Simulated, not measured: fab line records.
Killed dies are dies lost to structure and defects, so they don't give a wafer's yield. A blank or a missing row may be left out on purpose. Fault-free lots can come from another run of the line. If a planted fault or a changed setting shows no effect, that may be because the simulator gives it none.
fab line records	flow n5_finfet
[record] lots = 4	wafers = 12	last_day = 17
route steps=1938 shown MOL_CONTACT_COAG@624 BEOL_M0_SAQP@632 BEOL_M4@1111 PASSIVATION@1936
lots with no fault: from the same line, run without faults
start_h: hours from the record's opening day to when the first of the lot's shown wafers began	wait_h: hours elapsed since this lot's preceding step	" as in the row above	L1.1+2: several wafers, shown together as one row	- no value, or no start given	* or withheld: withheld	< > ~ a bound
route shown NAME@n: a module of which the file shows steps, and the number in the route of the first	usual: mean/standard deviation of fault-free wafers	same: alike in all rows	chamber/n: place in a boat	sites: each site's reading	_std_site: the values' standard deviation	_edge_site: outer sites' mean less inner sites'	radius_mm: how far each site lies from the wafer's centre	mask NAME#n: copy n	behind: the most recent tool/chamber to have shaped the wafer	hold: cause of the lot's hold/its duration in hours/its outcome	device: the n, p or np transistor that did not switch	end of line: the same wafers' tests at the end of the route	where a step has no rows: the recipe by itself	killed: dies lost to structure and defects at the first sort, not the wafer's yield	map: shows each die of a wafer: x if killed, . if not, _ if none is there
set.NAME: the run value of the setting; set.NAME@STEP: its run value at that earlier step	model.NAME: the simulator's own value behind a step, which no gauge read
lots at some steps of the route; a table a step, a row a wafer
services: from which hour (start_h, from the record's first day; less than 0 if before it) a tool's chamber was out of use, for how many hours, and why
[[steps]]
[step N5_MOL_CONTACT_COAG_CVD_140]
[recipe] material = W	target_thk_a = 665	mode = selective_fill	temp_c = 300	time_s = 215
[step N5_MOL_CONTACT_COAG_PRECLEAN_127]
[recipe] chemistry = DIW	time_s = 57.5	temp_c = 23
[step N5_MOL_CONTACT_COAG_SRD_128]
[recipe] dry_time_s = 32	dry = n2_spin	spin_rpm = 1500
[step N5_MOL_CONTACT_COAG_CMP_52]
[recipe] stop_on = SiO2	t_overpolish_s = 1.5	post_cmp_clean = w_dilute_nh4oh	down_force_psi = 4	platen_rpm = 50.289	pad_velocity_m_s = 1.0006	target_thk_nm = 66.5
[step N5_MOL_CONTACT_COAG_ANNEAL_112]
[recipe] temp_c = 400	time_s = 1800	ambient = HPD2	pressure_atm = 10
[step N5_BEOL_M0_SAQP_PECVD_00]
[recipe] material = SiCN	target_thk_a = 80	temp_c = withheld	precursor = 3MS/NH3	pressure_torr = 3	rf_w = 202	time_s = 14
[step N5_BEOL_M0_SAQP_ILD_DEP_01]
[recipe] material = SiOC	target_thk_a = 454.19	temp_c = 350	precursor = DEMS/O2	pressure_torr = 5	rf_w = 500	time_s = 8.7
[step N5_BEOL_M0_SAQP_HM_DEP_02]
[recipe] material = TiN	target_thk_a = 120	temp_c = 25	chamber_pressure_pa = 0.49996
[step N5_BEOL_M0_SAQP_PECVD_03]
[recipe] material = SiCN	target_thk_a = 120	temp_c = withheld	precursor = 3MS/NH3	pressure_torr = 3	rf_w = 202	time_s = 21.1
[step N5_BEOL_M0_SAQP_PECVD_96]
[recipe] material = a-Si	target_thk_a = 450	temp_c = 350	precursor = SiH4/He	pressure_torr = 3	rf_w = 100	time_s = 45.2
[usual] chamber_pressure_Torr = 2.999/0.0064	heater_power_w = 607/55	showerhead_plenum_p_Torr = 5.66/0.048	showerhead_vpp_V = 620/38	throttle_valve_pct = 18.2/1.1
lot.wafer	tool	chamber	start_h	wait_h	chamber_pressure_Torr	heater_power_w	showerhead_plenum_p_Torr	showerhead_vpp_V	throttle_valve_pct
L956.1	pecvd-04	0	192.56	0.0	2.989	573	5.64	580	18.4
L956.2	"	2	"	"	2.988	528	5.68	561	17.8
L956.5	"	1	"	"	3.009	539	5.74	658	20.4
L958.1	pecvd-04	0	208.61	0.0	3.001	567	5.62	591	18.4
L958.2	"	2	"	"	3.010	560	5.69	561	18.1
L958.6	"	0	"	"	3.008	579	5.64	581	18.3
L959.3	pecvd-04	1	212.49	0.0	2.999	544	5.73	656	20.3
L959.4	"	0	"	"	3.004	541	5.62	585	18.8
L959.6	"	2	"	"	2.990	587	5.69	564	18.0
L965.2	pecvd-01	1	243.38	0.0	2.996	673	5.65	592	18.3
L965.4	"	2	"	"	3.002	582	5.67	612	19.4
L965.5	"	1	"	"	3.006	680	5.64	588	18.3
[step N5_BEOL_M0_SAQP_PECVD_97]
[recipe] material = SiNx	target_thk_a = 230	temp_c = 350	precursor = SiH4/NH3/N2	pressure_torr = 1.5	rf_w = 300	time_s = 19.9
[step N5_BEOL_M0_SAQP_PECVD_04]
[recipe] material = a-Si	target_thk_a = 600	temp_c = 350	precursor = SiH4/He	pressure_torr = 3	rf_w = 100	time_s = 60.2
[step N5_BEOL_M0_SAQP_HM_DEP_111]
[recipe] material = SiO2	target_thk_a = 120	temp_c = 400	precursor = SiH4/N2O	pressure_torr = 0.75	rf_w = 275	time_s = 7.2
[step N5_BEOL_M0_SAQP_COAT_81]
[recipe] resist = SOC	temp_c = 250	time_s = 60	spin_rpm = 1500	resist_thk_nm = 100
[step N5_BEOL_M0_SAQP_COAT_82]
[recipe] resist = SiARC	temp_c = 220	time_s = 60	spin_rpm = 1500	resist_thk_nm = 30
[step N5_BEOL_M0_SAQP_COAT_08]
[recipe] resist = CAR-ArF	spin_rpm = 1500	resist_thk_nm = 90
[step N5_BEOL_M0_SAQP_EBR_10]
[recipe] solvent = PGMEA	ebr_width_mm = 1.5
[step N5_BEOL_M0_SAQP_SOFTBAKE_09]
[recipe] temp_c = 110	time_s = 60	resist = CAR-ArF
[step N5_BEOL_M0_SAQP_EXPOSE_11]
[recipe] mask_id = M0_CORE	na = 1.35	source_shape = dipole	sigma_inner = 0.538	sigma_outer = 0.738	polarization = te	target_cd_nm = 42	dose_mj = 55
[step N5_BEOL_M0_SAQP_PEB_12]
[recipe] peb_temp_c = withheld	peb_time_s = 60	resist = CAR-ArF
[step N5_BEOL_M0_SAQP_DEVELOP_13]
[recipe] develop_time_s = 30	developer = TMAH	resist = CAR-ArF	dev_temp_c = 23	rinse_liquid = diw	dry = air_spin
[step N5_BEOL_M0_SAQP_DESCUM_19]
[recipe] chemistry = O2	time_s = 7.9	source_power_w = 50	bias_power_w = 20	pressure_mtorr = 20	rf_frequency_hz = 2.712e+07	temp_c = 40	resist = CAR-ArF	o2_flow_sccm = 225
[step N5_BEOL_M0_SAQP_ETCH_83]
[recipe] chemistry = CF4	target = SiARC	target_depth_a = 390	mask_material = CAR-ArF	time_s = 65	ion_energy_ev = 80	pressure_mtorr = 40	source_w = 545	bias_w = 36	Ar_flow_sccm = 100	cf4_flow_sccm = 100	ends = cleared
[step N5_BEOL_M0_SAQP_ETCH_84]
[recipe] chemistry = N2/H2	target = SOC	target_depth_a = 1000	overetch_a = 200	mask_material = SiARC	temp_c = 40	time_s = 150	ion_energy_ev = 200	pressure_mtorr = 30	source_w = 840	bias_w = 150	n2_flow_sccm = 200	h2_flow_sccm = 200
[step N5_BEOL_M0_SAQP_STRIP_80]
[recipe] chemistry = N2/H2	temp_c = 40	n2_flow_sccm = 200	h2_flow_sccm = 200	rf_frequency_hz = 6e+07
[step N5_BEOL_M0_SAQP_HM_OPEN_112]
[recipe] chemistry = CHF3/O2	target = SiO2	stop_on = a-Si	target_depth_a = 120	over_etch_frac = 1.25	mask_material = SOC	time_s = 13.5	pressure_mtorr = 30	source_w = 650	bias_w = 170	Ar_flow_sccm = 200	CHF3_flow_sccm = 50	O2_flow_sccm = 5	ion_energy_ev = 200	ends = end_point
[step N5_BEOL_M0_SAQP_STRIP_113]
[recipe] chemistry = CHF3/O2	resist = SiARC	rf_frequency_hz = 6e+07
[step N5_BEOL_M0_SAQP_MANDREL_ETCH_20]
[recipe] target_depth_a = 600	chemistry = HBr/Cl2	target = a-Si	stop_on = SiNx	bt_time_s = 10	mask_material = SOC	over_etch_frac = 0.5	time_s = 30	pressure_mtorr = 10	icp_w = 800	bias_w = 75	HBr_flow_sccm = 150	Cl2_flow_sccm = 80	ends = end_point
[step N5_BEOL_M0_SAQP_STRIP_86]
[recipe] chemistry = N2/H2	power_w = 500	temp_c = 40	pressure_mtorr = 50	rf_frequency_hz = 6e+07	overash_fraction = 0.3	bias_power_w = 28	h2_frac = 0.5	n2_flow_sccm = 300	h2_flow_sccm = 300
[step N5_BEOL_M0_SAQP_STRIP_115]
[recipe] chemistry = post_etch_residue_remover	time_s = 60	temp_c = 25	remover_ph = withheld	remover_water_wt_pct = withheld	remover_fluoride_wt_pct = withheld
[step N5_BEOL_M0_SAQP_SRD_93]
[recipe] dry = ipa_marangoni	time_s = 30	temp_c = 23	rinse_liquid = diw
[step N5_BEOL_M0_SAQP_RECESS_114]
[recipe] chemistry = HF/NH3	target = SiO2	target_depth_a = 144	afs_cycles = 3	temp_c = 30	sublimation_temp_c = 180	sublimation_time_s = 60
[step N5_BEOL_M0_SAQP_SPACER1_ALD_98]
[recipe] material = SiO2	target_thk_a = 128	temp_c = 300	ald_precursor_family = BDEAS	ald_co_reactant = O2-plasma	pulse_time_s = 1	purge_time_s = 2	co_reactant_purge_time_s = 2	ald_cycles = 138	pressure_torr = 2
[step N5_BEOL_M0_SAQP_SPACER1_ETCHBACK_99]
[recipe] chemistry = CHF3/O2	mode = anisotropic_etchback	target = SiO2	target_depth_a = 154	time_s = 7.7	pressure_mtorr = 30	source_w = 650	bias_w = 170	Ar_flow_sccm = 200	CHF3_flow_sccm = 50	O2_flow_sccm = 5	ion_energy_ev = 200
[step N5_BEOL_M0_SAQP_MANDREL1_REMOVE_100]
[recipe] chemistry = HBr/Cl2/O2	bt_time_s = 10	target = a-Si	stop_on = SiNx	endpoint = OES-SiCl	over_etch_frac = 0.85	icp_w = 600	bias_w = 30	HBr_flow_sccm = 150	Cl2_flow_sccm = 80	O2_flow_sccm = 5	pressure_mtorr = 10
[step N5_BEOL_M0_SAQP_MANDREL_ETCH_103]
[recipe] chemistry = HBr/Cl2	target = a-Si	target_depth_a = 450	bt_time_s = 10	stop_on = SiCN	mask_material = SiO2	over_etch_frac = 0.8	time_s = 27	pressure_mtorr = 10	icp_w = 800	bias_w = 75	HBr_flow_sccm = 150	Cl2_flow_sccm = 80	ends = end_point
[usual] drypump_motor_current_A = 5.8/0.45	he_backside_leak_sccm = 2.72/0.29	oes_product_au = 0.685/0.013	throttle_valve_pct = 35.45/0.3
[same] bt_time_s = 10
lot.wafer	tool	chamber	start_h	wait_h	drypump_motor_current_A	he_backside_leak_sccm	oes_product_au	rf_hours_counter_h	throttle_valve_pct
L956.1	rie_si-05	0	195.73	0.0	6.4	2.56	0.672	159	35.73
L956.2	"	3	"	"	5.4	2.13	0.650	0	35.51
L956.5	"	3	"	"	5.5	2.37	0.664	-	35.49
L958.1	rie_si-04	1	211.46	0.0	5.2	3.14	0.613	166	35.15
L958.2	"	0	"	"	6.5	2.64	0.688	75	34.92
L958.6	"	0	"	"	6.5	2.56	0.628	-	35.09
L959.3	rie_si-05	2	215.24	0.0	6.0	3.04	0.678	79	35.46
L959.4	"	1	"	"	6.0	2.83	0.609	138	35.72
L959.6	"	2	"	"	6.0	2.98	0.688	-	35.44
L965.2	rie_si-05	2	246.29	0.0	6.0	3.03	0.670	80	35.48
L965.4	"	1	"	"	6.0	2.93	0.697	138	35.54
L965.5	"	1	"	"	6.1	2.97	0.693	-	35.52
[step N5_BEOL_M4_RC_MEAS_101]
[usual] DIBL_N = 37.2/1.8	DIBL_P = 37.5/2.5	IOFF_N = 0.17/0.038	IOFF_P = 0.24/0.046	ION_N = 681/13	ION_P = 469/8.5	SS_N = 71.7/0.6	SS_P = 73.6/0.69	VT_N = 249/3.4	VT_P = -248/3.6
lot.wafer	tool	chamber	start_h	wait_h	DIBL_N[mV/V]	DIBL_P[mV/V]	IOFF_N[nA/um]	IOFF_P[nA/um]	ION_N[uA/um]	ION_P[uA/um]	SS_N[mV/dec]	SS_P[mV/dec]	VT_N[mV]	VT_P[mV]
L956.1	prober-01	0	254.31	0.0	35.1	33.8	0.13	0.19	674	465	71.8	73.2	254	-252
L956.2	"	0	"	"	38.0	37.7	0.17	0.26	677	465	72.6	73.9	252	-249
L956.5	"	0	"	"	38.2	37.9	0.19	0.25	691	473	72.3	74.2	249	-249
L958.1	prober-01	0	263.63	0.0	39.0	37.6	0.22	0.28	690	470	71.5	74.1	244	-247
L958.2	"	0	"	"	38.3	37.1	0.19	0.27	687	470	71.5	74.3	251	-245
L958.6	"	0	"	"	41.9	41.0	0.30	0.36	704	474	72.4	74.6	243	-244
L959.3	prober-01	0	269.76	0.3	38.1	40.6	0.22	0.29	688	474	71.6	75.0	245	-245
L959.4	"	0	"	"	36.3	37.7	0.16	0.22	678	466	71.5	73.3	252	-251
L959.6	"	0	"	"	35.1	36.9	0.14	0.21	657	459	70.9	72.9	254	-250
L965.2	prober-02	0	298.54	0.2	35.9	35.8	0.14	0.22	668	462	72.0	74.1	253	-250
L965.4	"	0	"	"	35.2	34.7	0.13	0.19	667	463	71.9	72.3	252	-253
L965.5	"	0	"	"	35.5	35.1	0.13	0.20	670	457	71.6	72.6	252	-249
[step N5_PASSIVATION_PROBE_49]
[usual] defect_limited_yield = 91.2/1.4	killed_at_M0_to_M3 = 32/10	killed_at_M4_up = 14/6.2	killed_at_contacts = 12/6.3	killed_at_front_end = 42/13	killed_at_other = 4/3.4	killed_dies = 104/17	killed_on_rim = 14/3.8	killed_open = 67/12	killed_short = 34/8.1	sort_bin_4_leakage = 0.02/0.13	sort_bin_5_function = 5.2/0.93	sort_bin_6_memory = 3.2/0.65	sort_n_pass = 1075/16	sort_yield_pct = 91.1/1.4
[same] gross_dies = 1180	killed_at_back_side = 0	sort_bin_8_speed[%] = 0
lot.wafer	tool	chamber	start_h	wait_h	defect_limited_yield[%]	killed_at_M0_to_M3	killed_at_M4_up	killed_at_contacts	killed_at_front_end	killed_at_other	killed_dies	killed_on_rim	killed_open	killed_short	sort_bin_4_leakage[%]	sort_bin_5_function[%]	sort_bin_6_memory[%]	sort_n_pass	sort_yield_pct[%]
L956.1	prober-01	-	350.34	0.0	92.6	28	13	3	42	1	87	9	58	28	0	4.0	3.3	1093	92.6
L956.2	prober-01	-	350.39	0.1	90.8	59	7	8	27	7	108	11	70	37	0	5.7	2.9	1072	90.8
L956.5	prober-01	-	350.54	0.2	90.2	42	20	16	35	3	116	17	69	46	0	6.6	2.8	1064	90.2
L959.3	prober-01	-	367.64	0.1	90.3	35	22	9	47	2	115	14	76	37	0	5.9	3.1	1065	90.3
L959.4	prober-01	-	367.69	0.2	88.9	33	11	19	55	13	131	17	81	48	0	5.7	4.6	1049	88.9
L959.6	prober-01	-	367.79	0.3	91.2	27	31	6	39	1	104	11	69	34	0	5.3	3.2	1076	91.2
L958.1	prober-02	-	372.01	0.0	90.3	27	8	15	56	8	114	20	78	34	0	5.9	3.4	1066	90.3
L958.2	prober-02	-	372.06	0.1	89.7	23	17	7	66	8	121	16	86	34	0	5.5	4.2	1059	89.7
L958.6	prober-02	-	372.26	0.3	91.4	26	10	11	50	5	102	24	63	37	0.85	5.5	2.9	1068	90.5
L965.2	prober-02	-	402.38	0.1	91.8	28	12	7	42	8	97	17	58	32	0	4.9	2.6	1083	91.8
L965.4	prober-02	-	402.48	0.2	93.6	30	11	2	27	5	75	16	47	22	0	3.6	2.2	1105	93.6
L965.5	prober-02	-	402.53	0.2	91.4	32	16	3	37	13	101	10	56	39	0	4.8	2.8	1079	91.4
// killed by level:class
L956.1 STI_FIN_REVEAL:geometric_particle:open=12 FIN_SAQP:geometric_particle:short=8 FIN_SAQP:geometric_particle:open=8 BEOL_M3:geometric_particle:open=7 BEOL_M0_SAQP:geometric_particle:short=5 BEOL_M1:geometric_particle:open=5 DUMMY_GATE:geometric_particle:open=4 BEOL_M0_SAQP:geometric_particle:open=4
L956.2 FIN_SAQP:geometric_particle:open=10 BEOL_M1:geometric_particle:open=10 BEOL_M3:geometric_particle:open=10 BEOL_M0_SAQP:geometric_particle:short=9 FIN_SAQP:geometric_particle:short=8 BEOL_M1:geometric_particle:short=7 BEOL_M2:geometric_particle:open=7 MOL_CONTACT_COAG:geometric_particle:open=6
L956.5 FIN_SAQP:geometric_particle:short=11 STI_FIN_REVEAL:geometric_particle:open=8 MOL_CONTACT_COAG:geometric_particle:open=8 MOL_CONTACT_COAG:geometric_particle:short=8 BEOL_M3:geometric_particle:open=8 BEOL_M0_SAQP:geometric_particle:open=7 BEOL_M1:geometric_particle:short=7 BEOL_M2:geometric_particle:open=6
L959.3 GATE_CUT:geometric_particle:short=8 BEOL_M0_SAQP:geometric_particle:short=8 FIN_SAQP:geometric_particle:open=7 MOL_CONTACT_COAG:geometric_particle:open=7 BEOL_M0_SAQP:geometric_particle:open=7 BEOL_M0:geometric_particle:open=6 STI_FIN_REVEAL:geometric_particle:open=5 SPACER0:geometric_particle:open=5
L959.4 MOL_CONTACT_COAG:geometric_particle:open=16 BEOL_M1:geometric_particle:open=11 DUMMY_GATE:geometric_particle:open=7 FIN_SAQP:geometric_particle:short=6 STI_FIN_REVEAL:geometric_particle:open=6 BEOL_M0_SAQP:geometric_particle:open=6 GATE_CUT:geometric_particle:open=5 FIN_SAQP:geometric_particle:open=4
L959.6 BEOL_M4:geometric_particle:open=15 BEOL_M0_SAQP:geometric_particle:open=9 BEOL_M0_SAQP:geometric_particle:short=9 BEOL_M4:geometric_particle:short=6 DUMMY_GATE:geometric_particle:open=6 MOL_CONTACT_COAG:geometric_particle:open=6 FIN_SAQP:geometric_particle:open=5 BEOL_M2:geometric_particle:open=5
L958.1 STI_FIN_REVEAL:geometric_particle:open=12 MOL_CONTACT_COAG:geometric_particle:open=12 BEOL_M3:geometric_particle:open=10 FIN_SAQP:geometric_particle:short=8 DUMMY_GATE:geometric_particle:open=7 FIN_SAQP:geometric_particle:open=6 BEOL_M0_SAQP:geometric_particle:short=4 BEOL_M1:geometric_particle:open=4
L958.2 STI_FIN_REVEAL:geometric_particle:open=23 FIN_SAQP:geometric_particle:open=12 BEOL_M4:geometric_particle:open=7 FIN_SAQP:geometric_particle:short=6 DUMMY_GATE:geometric_particle:open=6 BEOL_M1:geometric_particle:open=6 BEOL_M8:geometric_particle:open=6 STI_FIN_REVEAL:geometric_particle:short=4
L958.6 STI_FIN_REVEAL:geometric_particle:open=17 MOL_CONTACT_COAG:geometric_particle:open=11 FIN_SAQP:geometric_particle:short=10 FIN_SAQP:geometric_particle:open=6 BEOL_M3:geometric_particle:open=6 BEOL_M0_SAQP:geometric_particle:short=4 STI_FIN_REVEAL:geometric_particle:short=3 DUMMY_GATE:geometric_particle:open=3
L965.2 STI_FIN_REVEAL:geometric_particle:open=12 BEOL_M0_SAQP:geometric_particle:short=11 BEOL_M4:geometric_particle:open=8 DUMMY_GATE:geometric_particle:open=7 STI_FIN_REVEAL:geometric_particle:short=5 MOL_CONTACT_COAG:geometric_particle:open=5 HKMG_FIN:area_etch=5 BEOL_M0_SAQP:geometric_particle:open=4
L965.4 STI_FIN_REVEAL:geometric_particle:open=13 BEOL_M0_SAQP:geometric_particle:short=9 BEOL_M0_SAQP:geometric_particle:open=6 HKMG_FIN:area_etch=5 BEOL_M0:geometric_particle:open=4 BEOL_M3:geometric_particle:open=4 BEOL_M4:geometric_particle:open=4 DUMMY_GATE:geometric_particle:open=3
L965.5 BEOL_M0_SAQP:geometric_particle:short=10 BEOL_M4:geometric_particle:open=8 STI_FIN_REVEAL:geometric_particle:open=7 BEOL_M0:geometric_particle:open=7 BEOL_M0_SAQP:geometric_particle:open=6 GATE_CUT:geometric_particle:short=5 STARTING-WAFER:geometric_particle:open=5 FIN_SAQP:geometric_particle:short=4
[[services]]
tool	chamber	start_h	hours	kind
pecvd-04	2	186.19	2.1	scheduled_down
pecvd-01	-	192.68	0.7	repair
rie_si-05	2	195.63	12.7	repair
pecvd-04	1	237.00	5.5	scheduled_down
[[key]]
[first_sign] step = N5_BEOL_M0_SAQP_MANDREL_ETCH_103	reading = oes_product_au	direction = down	sigmas = 5.3	usual = 0.685	struck = 0.616
effect none on later readings
met_at N5_BEOL_M0_SAQP_PECVD_96
struck_wafers L958.1,L958.6,L959.4
onset_between 192.56 208.61
[fault] kind = site_profile_drift	tool = pecvd-04	chamber = 0	onset_h = 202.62	steps = N5_BEOL_M0_SAQP_PECVD_96	basis = fraction	max_abs_drift = 0.42872	slope_share_per_hr = 95.271	site_pattern = 0,0,0,0,0,-1,-1,-1,-1
